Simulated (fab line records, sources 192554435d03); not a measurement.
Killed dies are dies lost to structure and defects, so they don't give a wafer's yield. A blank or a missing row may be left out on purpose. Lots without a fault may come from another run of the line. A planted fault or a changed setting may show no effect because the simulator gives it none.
Chamber matching | flow n5_finfet | N5_STI_FIN_REVEAL_ALD_00 on ald_sin-04: 4 sister chambers
The step deposits SiO2, target thk 1 nm, pulse time 1 s. 16 wafers are shown with their chamber, then 8 later ones without.

WAFERS WITH THEIR CHAMBER
wafer  | chamber | heater_power_w (W) | precursor_pulse_height_rel
L076.1 | 1       | 446                | 0.996
L076.4 | 2       | 484                | 0.992
L076.6 | 3       | 530                | 0.991
L077.1 | 3       | 524                | 1.017
L077.4 | 1       | 445                | 1.021
L077.5 | 2       | 495                | 1.024
L083.1 | 3       | 533                | 0.980
L083.4 | 1       | 447                | 0.999
L083.5 | 1       | 451                | 0.958
L090.2 | 0       | 447                | 1.021
L090.3 | 1       | 450                | 1.003
L090.6 | 2       | 498                | 1.002
L091.1 | 3       | 527                | 0.983
L091.3 | 0       | 438                | 0.982
L091.6 | 0       | 440                | 0.984
L093.2 | 1       | 440                | 0.996

SIGNATURES (means of the wafers above)
reading                    | chamber 0 | chamber 1 | chamber 2 | chamber 3 | scatter within a chamber
heater_power_w             | 441.67    | 446.50    | 492.33    | 528.50    | 4.79
precursor_pulse_height_rel | 0.99567   | 0.99550   | 1.00600   | 0.99275   | 0.0193
Rule: a wafer's distance from a chamber is the root of the sum, over the readings, of the square of ((its reading less the chamber's mean) divided by the reading's scatter). The wafer belongs to the nearest chamber; if the next one is less than 2 further off, it can't be placed. The scatter: the root of (the sum of the squares of (reading less its chamber's mean) over the shown wafers, divided by (wafers less chambers)).

WAFERS WITHOUT THEIR CHAMBER
wafer  | heater_power_w (W) | precursor_pulse_height_rel
L093.3 | 486                | 0.957
L093.5 | 456                | 0.980
L094.1 | 524                | 1.012
L094.4 | 482                | 0.948
L094.5 | 525                | 0.990
L096.2 | 449                | 0.994
L096.3 | 500                | 0.989
L096.5 | 528                | 1.032

WHICH CHAMBER EACH WENT THROUGH
wafer  | from the rows above     | in truth
L093.3 | 2                       | 2
L093.5 | can't be placed: 1 or 0 | 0
L094.1 | 3                       | 3
L094.4 | 2                       | 2
L094.5 | 3                       | 3
L096.2 | can't be placed: 1 or 0 | 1
L096.3 | 2                       | 2
L096.5 | 3                       | 3
Placed correctly: 6 of 8. Can't be placed from these rows: 2 (the true chamber is among the candidates in 2). Placed wrongly: 0.
